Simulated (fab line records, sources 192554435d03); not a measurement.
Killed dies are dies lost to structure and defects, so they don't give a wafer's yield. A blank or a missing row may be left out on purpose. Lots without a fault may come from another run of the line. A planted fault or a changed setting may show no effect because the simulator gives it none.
fab line records | flow n5_finfet
record lots=7 wafers=39
route steps=1938 shown BEOL_M8@1386 BEOL_M9@1443 BEOL_M15@1773 PASSIVATION@1916
start_h: hours from the record's first day to the start of the lot's first wafer shown | wait_h: hours since the lot's step before | " the same as in the row above | L1.1+2: a row that stands for several wafers | - no value, or no start given | * or withheld: withheld | < > ~ a bound
route shown NAME@n: a module of which the file shows steps, and the number in the route of the first | usual: mean/standard deviation of fault-free wafers | same: alike in all rows | chamber/n: place in a boat | sites: the reading at each site | _std_site: their standard deviation | _edge_site: outer sites' mean less inner sites' | radius_mm: how far each site lies from the wafer's centre | mask NAME#n: copy n | behind: the tool/chamber that last shaped the wafer | hold: why the lot was held/for how many hours/how that ended | device: the transistor (n, p or np) that didn't switch | end of line: the same wafers' tests at the end of the route | a step without rows: its recipe alone | killed: dies lost to structure and defects at the first sort, not the wafer's yield | map: a wafer's dies, x killed, . not, _ none there
set.NAME: the setting as run; set.NAME@STEP: as run at that earlier step | model.NAME: the simulator's own value behind a step, which no gauge read
lots whose settings were changed on purpose; a table a step, a row a wafer
## steps
# step N5_BEOL_M8_CURE_75
# recipe temp_c=370 time_s=120 ambient=DMADMS/He material=SiCOH_lowk
# usual lamp_power_pct=52.32/0.052
# columns lot.wafer tool chamber start_h wait_h set.time_s lamp_power_pct
L076.1 uv_cure-01 0 232.75 0.0 120 52.38
L076.3 " 0 " " 120 52.32
L076.6 " 0 " " 120 52.29
L081.1 uv_cure-03 1 255.53 0.2 120 52.38
L081.2 " 1 " " 120 52.26
L081.3 " 1 " " 88.85 52.30
L081.4 " 1 " " 88.85 52.23
L081.5 " 1 " " 88.85 52.35
L081.6 " 1 " " 120 52.30
L085.1 uv_cure-02 2 272.40 0.0 120 52.32
L085.2 " 2 " " 64.4 52.30
L085.3 " 2 " " 64.4 52.42
L085.4 " 2 " " 64.4 52.25
L085.5 " 2 " " 120 52.35
L085.6 " 2 " " 120 52.32
L086.1 uv_cure-01 1 293.56 0.0 76.14 52.29
L086.2 " 1 " " 120 52.28
L086.3 " 1 " " 76.14 52.36
L086.4 " 1 " " 120 52.27
L086.5 " 1 " " 76.14 52.31
L086.6 " 1 " " 120 52.38
L089.1 uv_cure-03 0 302.46 0.0 178 49.81
L089.2 " 0 " " 178 49.81
L089.3 " 0 " " 120 52.34
L089.4 " 0 " " 120 52.28
L089.5 " 0 " " 178 49.88
L089.6 " 0 " " 120 52.23
L088.1 uv_cure-03 1 304.80 0.0 120 52.32
L088.2 " 1 " " 82.42 52.27
L088.3 " 1 " " 82.42 52.37
L088.4 " 1 " " 120 52.32
L088.5 " 1 " " 82.42 52.37
L088.6 " 1 " " 120 52.33
L096.1 uv_cure-03 0 353.80 0.0 120 52.35
L096.2 " 0 " " 120 52.38
L096.3 " 0 " " 168.1 50.28
L096.4 " 0 " " 168.1 50.29
L096.5 " 0 " " 168.1 50.24
L096.6 " 0 " " 120 52.31
# step N5_BEOL_M9_VIA_ETCH_34
# recipe chemistry=C4F6/O2 target=SiCOH_lowk target_depth_a=1824 mask_material=SOC taper_deg=4 time_s=68.4 ion_energy_ev=250 pressure_mtorr=30 source_w=345 bias_w=185 Ar_flow_sccm=300 C4F6_flow_sccm=10 O2_flow_sccm=10
# columns lot.wafer tool chamber start_h wait_h set.target_depth_a model.etch.depth_nm model.SOC_of_BEOL_M9_COAT_63.thk_nm
L076.1 rie_diel-04 0 240.66 0.0 1824 182.4 50.8
L076.3 " 2 " " 1824 186.6 51
L076.6 " 3 " " 1824 183.1 51.2
L081.1 rie_diel-04 3 263.57 0.0 1824 180.2 51.4
L081.2 " 2 " " 1210 120.8 54.2
L081.3 " 1 " " 1824 185.2 50.8
L081.4 " 0 " " 1824 179.7 51
L081.5 " 3 " " 1210 119 54.2
L081.6 " 0 " " 1210 120.1 54
L085.1 rie_diel-04 0 281.12 0.0 1824 179.8 51
L085.2 " 3 " " 1824 179.2 51.4
L085.3 " 2 " " 1824 183.1 50.8
L085.4 " 1 " " 1824 182.9 51
L085.5 " 2 " " 1824 182.7 51.2
L085.6 " 1 " " 1824 183.3 51
L086.1 rie_diel-05 3 302.89 0.0 1824 178.6 51
L086.2 " 1 " " 1824 180.9 50.8
L086.3 " 0 " " 1495 145 52.8
L086.4 " 2 " " 1495 145.4 52.8
L086.5 " 0 " " 1824 176.3 51.2
L086.6 " 1 " " 1495 148.3 52.6
L089.1 rie_diel-02 0 310.51 0.0 2621 264.3 47.2
L089.2+3 " 3,2 " " 1824 178.9 51.4
L089.4 " 1 " " 2621 258.6 47.6
L089.5 " 2 " " 2621 256.7 47.4
L089.6 " 1 " " 1824 180.1 51.2
L088.1 rie_diel-02 3 313.57 0.0 1824 177.8 51.6
L088.2 " 2 " " 2864 279.5 46.2
L088.3 " 1 " " 1824 180.1 51.4
L088.4 " 0 " " 1824 184.1 51.2
L088.5 " 3 " " 2864 282.7 46.4
L088.6 " 0 " " 2864 290.7 45.8
L096.1 rie_diel-04 0 362.08 0.0 1824 182.8 51
L096.2 " 2 " " 1824 180.5 51.2
L096.3 " 3 " " 1824 179.8 51.6
L096.4 " 1 " " 1824 183.9 51.2
L096.5 " 3 " " 1824 180.9 51.6
L096.6 " 2 " " 1824 181.2 51.2
# step N5_BEOL_M15_ILD_DEP_00
# recipe material=SiO2 target_thk_a=16293 temp_c=400 precursor=TEOS/O2 pressure_torr=6.5 rf_w=900 teos_flow_sccm=161.4 gas=O2 flow_sccm=2650 time_s=346.1
# columns lot.wafer tool chamber start_h wait_h set.time_s model.SiO2_of_BEOL_M15_ILD_DEP_00.thk_nm
L076.1 pecvd-04 0 276.95 0.0 346.1 1626
L076.3 " 1 " " 346.1 1601
L076.6 " 2 " " 346.1 1622
L081.1 pecvd-03 1 310.03 0.0 346.1 1657
L081.2 " 2 " " 346.1 1634
L081.3 " 0 " " 145.2 685.6
L081.4 " 1 " " 346.1 1668
L081.5 " 2 " " 145.2 693.8
L081.6 " 0 " " 145.2 699.4
L085.1 pecvd-02 0 325.52 0.0 346.1 1603
L085.2 " 2 " " 463.6 2159
L085.3 " 1 " " 463.6 2169
L085.4 " 2 " " 346.1 1624
L085.5 " 1 " " 346.1 1637
L085.6 " 0 " " 463.6 2182
L086.1 pecvd-04 1 346.13 0.0 223 1063
L086.2 " 2 " " 346.1 1583
L086.3 " 2 " " 346.1 1614
L086.4 " 1 " " 223 1074
L086.5 " 1 " " 223 1050
L086.6 " 2 " " 346.1 1618
L089.1 pecvd-03 2 351.12 0.0 288.5 1355
L089.2 " 1 " " 346.1 1633
L089.3+4 " 0,2 " " 288.5 1353
L089.5 " 1 " " 346.1 1635
L089.6 " 0 " " 346.1 1636
L088.1 pecvd-03 2 360.32 0.0 553.3 2565
L088.2 " 0 " " 346.1 1599
L088.3 " 1 " " 553.3 2575
L088.4 " 2 " " 346.1 1643
L088.5 " 1 " " 346.1 1649
L088.6 " 0 " " 553.3 2615
L096.1 pecvd-02 0 402.00 0.0 346.1 1619
L096.2 " 1 " " 266.7 1253
L096.3 " 2 " " 346.1 1634
L096.4 " 1 " " 346.1 1636
L096.5 " 0 " " 266.7 1296
L096.6 " 2 " " 266.7 1269
# step N5_BEOL_M15_THK_MEAS_01
# recipe reads=SiO2_of_BEOL_M15_ILD_DEP_00
# usual M15_ILD_THK=1627/22
# columns lot.wafer tool chamber start_h wait_h set.time_s@BEOL_M15_ILD_DEP_00 M15_ILD_THK[nm]
L076.1 film_metro-01 - 277.20 0.1 346.1 1626
L076.3 " - " " 346.1 1601
L076.6 " - " " 346.1 1623
L081.1 film_metro-01 - 310.28 0.1 346.1 1658
L081.2 " - " " 346.1 1634
L081.3 " - " " 145.2 685
L081.4 " - " " 346.1 1669
L081.5 " - " " 145.2 694
L081.6 " - " " 145.2 699
L085.1 film_metro-02 - 325.77 0.1 346.1 1602
L085.2 " - " " 463.6 2160
L085.3 " - " " 463.6 2170
L085.4 " - " " 346.1 1623
L085.5 " - " " 346.1 1636
L085.6 " - " " 463.6 2182
L086.1 film_metro-02 - 346.49 0.2 223 1062
L086.2 " - " " 346.1 1582
L086.3 " - " " 346.1 1614
L086.4 " - " " 223 1074
L086.5 " - " " 223 1051
L086.6 " - " " 346.1 1619
L089.1 film_metro-01 - 351.37 0.1 288.5 1356
L089.2 " - " " 346.1 1633
L089.3 " - " " 288.5 1353
L089.4 " - " " 288.5 1353
L089.5 " - " " 346.1 1633
L089.6 " - " " 346.1 1636
L088.1 film_metro-01 - 360.57 0.1 553.3 2563
L088.2 " - " " 346.1 1599
L088.3 " - " " 553.3 2576
L088.4 " - " " 346.1 1641
L088.5 " - " " 346.1 1649
L088.6 " - " " 553.3 2615
L096.1 film_metro-02 - 402.25 0.1 346.1 1620
L096.2 " - " " 266.7 1254
L096.3 " - " " 346.1 1635
L096.4 " - " " 346.1 1636
L096.5 " - " " 266.7 1296
L096.6 " - " " 266.7 1268
# step N5_BEOL_M15_COAT_58
# recipe resist=BARC temp_c=205 time_s=60 spin_rpm=1500 resist_thk_nm=89
# step N5_BEOL_M15_COAT_04
# recipe spin_rpm=1704 resist_thk_nm=800
# step N5_BEOL_M15_DESCUM_15
# recipe chemistry=O2 time_s=7.9 source_power_w=50 bias_power_w=20 pressure_mtorr=20 rf_frequency_hz=2.712e+07 temp_c=40 o2_flow_sccm=225
# step N5_BEOL_M15_ETCH_59
# recipe chemistry=N2/H2 target=BARC target_depth_a=890 overetch_a=267 time_s=67.9 ion_energy_ev=200 pressure_mtorr=30 source_w=840 bias_w=150 n2_flow_sccm=200 h2_flow_sccm=200
# step N5_BEOL_M15_VIA_ETCH_16
# recipe chemistry=C4F8/O2/Ar target=SiO2 he_inner_torr=15 he_outer_torr=30 target_depth_a=17922 time_s=withheld ion_energy_ev=800 pressure_mtorr=20 source_w=1905 bias_w=2040 Ar_flow_sccm=400 C4F8_flow_sccm=16 O2_flow_sccm=12 ends=cleared
# columns lot.wafer tool chamber start_h wait_h set.time_s@BEOL_M15_ILD_DEP_00 model.etch.depth_nm model.coat_of_BEOL_M15_COAT_04.thk_nm
L076.1 rie_diel-04 2 277.67 0.0 * 1626 334.8
L076.3 " 1 " " * 1601 342.4
L076.6 " 2 " " * 1622 335
L081.1 rie_diel-02 0 310.92 0.0 * 1657 327.4
L081.2 " 2 " " * 1634 328.2
L081.3 " 3 " " * 685.5 558.4
L081.4 " 1 " " * 1668 324.8
L081.5 " 0 " " * 693.7 557
L081.6 " 1 " " * 699.4 551
L085.1 rie_diel-02 2 326.38 0.0 * 1603 331.6
L085.2 " 1 " " * 2159 205
L085.3 " 3 " " * 2169 208
L085.4 " 3 " " * 1624 335.8
L085.5 " 1 " " * 1637 330.8
L085.6 " 2 " " * 2182 196.6
L086.1 rie_diel-02 1 347.45 0.0 * 1063 469.4
L086.2 " 2 " " * 1583 339.6
L086.3 " 0 " " * 1614 337.8
L086.4 " 3 " " * 1074 467
L086.5 " 0 " " * 1050 473.8
L086.6 " 1 " " * 1618 337
L089.1 rie_diel-02 3 351.84 0.0 * 1355 400.4
L089.2 " 1 " " * 1633 333
L089.3 " 0 " " * 1353 402
L089.4 " 2 " " * 1353 395
L089.5 " 0 " " * 1635 336.8
L089.6 " 3 " " * 1636 335.8
L088.1 rie_diel-05 2 361.18 0.0 * 2565 102.2
L088.2 " 1 " " * 1599 336.6
L088.3 " 0 " " * 2575 113.4
L088.4 " 0 " " * 1643 333.8
L088.5 " 2 " " * 1649 321.6
L088.6 " 1 " " * 2615 96
L096.1 rie_diel-02 2 402.86 0.0 * 1619 332.8
L096.2 " 3 " " * 1253 422.8
L096.3 " 0 " " * 1634 334.2
L096.4 " 1 " " * 1636 331
L096.5 " 1 " " * 1296 413
L096.6 " 2 " " * 1269 412.6
# step N5_BEOL_M15_STRIP_63
# recipe chemistry=O2 power_w=600 temp_c=60 pressure_mtorr=30 rf_frequency_hz=6e+07 bias_power_w=0 overash_fraction=0.3 o2_flow_sccm=225
# step N5_BEOL_M15_STRIP_64
# recipe chemistry=O2 power_w=600 temp_c=60 pressure_mtorr=30 rf_frequency_hz=6e+07 bias_power_w=0 overash_fraction=0.3 o2_flow_sccm=225
# step N5_BEOL_M15_STRIP_65
# recipe chemistry=post_etch_residue_remover time_s=60 temp_c=25 remover_ph=withheld remover_water_wt_pct=withheld remover_fluoride_wt_pct=withheld
# step N5_BEOL_M15_SRD_66
# recipe time_s=30 temp_c=23 rinse_liquid=diw dry=n2_spin spin_rpm=1500 dry_time_s=30
# step N5_BEOL_M15_CD_MEAS_17
# recipe target_cd_nm=360 polarity=opening
# usual cd_nm=360.2/2.3
# columns lot.wafer tool chamber start_h wait_h set.time_s@BEOL_M15_ILD_DEP_00 cd_nm
L076.1 cd_sem-03 - 278.08 0.0 346.1 360.4
L076.3 " - " " 346.1 360.6
L076.6 " - " " 346.1 361.3
L081.1 cd_sem-01 - 311.34 0.0 346.1 -
L081.2 " - " " 346.1 361.9
L081.3 " - " " 145.2 -
L081.4 " - " " 346.1 360.7
L081.5 " - " " 145.2 349.1
L081.6 " - " " 145.2 -
L085.1 cd_sem-03 - 326.79 0.0 346.1 362.0
L085.2 " - " " 463.6 -
L085.3 " - " " 463.6 364.8
L085.4 " - " " 346.1 362.2
L085.5 " - " " 346.1 -
L085.6 " - " " 463.6 -
L086.1 cd_sem-01 - 347.86 0.0 223 352.8
L086.2 " - " " 346.1 357.2
L086.3 " - " " 346.1 359.4
L086.4 " - " " 223 352.8
L086.5 " - " " 223 352.7
L086.6 " - " " 346.1 357.0
L089.1 cd_sem-03 - 352.25 0.0 288.5 -
L089.2 " - " " 346.1 -
L089.3 " - " " 288.5 355.5
L089.4 " - " " 288.5 -
L089.5 " - " " 346.1 359.3
L089.6 " - " " 346.1 357.8
L088.1 cd_sem-02 - 361.59 0.0 553.3 368.1
L088.2 " - " " 346.1 357.8
L088.3 " - " " 553.3 370.7
L088.4 " - " " 346.1 360.5
L088.5 " - " " 346.1 357.1
L088.6 " - " " 553.3 367.2
L096.1 cd_sem-03 - 403.27 0.0 346.1 360.2
L096.2 " - " " 266.7 351.4
L096.3 " - " " 346.1 357.2
L096.4 " - " " 346.1 356.9
L096.5 " - " " 266.7 357.8
L096.6 " - " " 266.7 358.1
# step N5_PASSIVATION_PECVD_35
# recipe material=SiNx target_thk_a=7000 temp_c=400 precursor=SiH4/NH3/N2 pressure_torr=4.9 rf_w=1406 time_s=151.3
# columns lot.wafer tool chamber start_h wait_h set.time_s model.SiNx_of_PASSIVATION_PECVD_35.thk_nm
L076.1 pecvd-03 2 299.25 0.1 151.3 691.8
L076.3 " 2 " " 151.3 694.2
L076.6 " 2 " " 151.3 699
L081.1 pecvd-02 0 326.36 0.1 69.14 328.4
L081.2 " 2 " " 151.3 690.8
L081.3 " 1 " " 151.3 688.4
L081.4 " 0 " " 151.3 708.6
L081.5 " 1 " " 69.14 312
L081.6 " 2 " " 69.14 317.8
L085.1 pecvd-02 2 344.35 0.1 151.3 692.6
L085.2 " 0 " " 151.3 701.8
L085.3 " 1 " " 151.3 692.8
L085.4 " 0 " " 151.3 704
L085.5 " 2 " " 151.3 700.6
L085.6 " 1 " " 151.3 696.8
L086.1 pecvd-03 2 360.76 0.1 151.3 684.4
L086.2 " 0 " " 151.3 693.8
L086.3 " 1 " " 151.3 691.2
L086.4+5 " 0,1 " " 151.3 695.4
L086.6 " 2 " " 151.3 703
L089.1 pecvd-03 0 365.67 0.1 106.4 480.4
L089.2 " 2 " " 106.4 474.8
L089.3 " 1 " " 106.4 481.8
L089.4 " 1 " " 151.3 697.2
L089.5 " 0 " " 151.3 696.6
L089.6 " 2 " " 151.3 701.8
L088.1 pecvd-02 1 382.68 0.1 201.8 923.4
L088.2 " 2 " " 151.3 689.8
L088.3 " 0 " " 151.3 691.8
L088.4 " 2 " " 151.3 703.4
L088.5 " 1 " " 201.8 938.6
L088.6 " 0 " " 201.8 938.4
L096.1 pecvd-04 0 421.80 0.1 151.3 712
L096.2 " 1 " " 62.35 287.8
L096.3 " 2 " " 62.35 302.4
L096.4 " 0 " " 62.35 300
L096.5 " 1 " " 151.3 715
L096.6 " 2 " " 151.3 711.8
## key
split step=N5_BEOL_M8_CURE_75 setting=time_s stated=120 by=wafer
response step=N5_BEOL_M8_CURE_75 reading=lamp_power_pct shape=bent at_lowest=* at_stated=* at_highest=*
split step=N5_BEOL_M9_VIA_ETCH_34 setting=target_depth_a stated=1824 by=wafer
response step=N5_BEOL_M9_VIA_ETCH_34 reading=model.etch.depth_nm change=+1.83 per=1% r=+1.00
response step=N5_BEOL_M9_VIA_ETCH_34 reading=model.SOC_of_BEOL_M9_COAT_63.thk_nm change=-0.0917 per=1% r=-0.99
split step=N5_BEOL_M15_ILD_DEP_00 setting=time_s stated=346.1 by=wafer
response step=N5_BEOL_M15_ILD_DEP_00 reading=model.SiO2_of_BEOL_M15_ILD_DEP_00.thk_nm change=+16.1 per=1% r=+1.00
response step=N5_BEOL_M15_THK_MEAS_01 reading=M15_ILD_THK change=+16.1 per=1% r=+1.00
response step=N5_BEOL_M15_VIA_ETCH_16 reading=model.etch.depth_nm change=+16.1 per=1% r=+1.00
response step=N5_BEOL_M15_VIA_ETCH_16 reading=model.coat_of_BEOL_M15_COAT_04.thk_nm change=-3.83 per=1% r=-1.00
response step=N5_BEOL_M15_CD_MEAS_17 reading=cd_nm change=+0.163 per=1% r=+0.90
split step=N5_PASSIVATION_PECVD_35 setting=time_s stated=151.3 by=wafer
response step=N5_PASSIVATION_PECVD_35 reading=model.SiNx_of_PASSIVATION_PECVD_35.thk_nm change=+7.07 per=1% r=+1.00
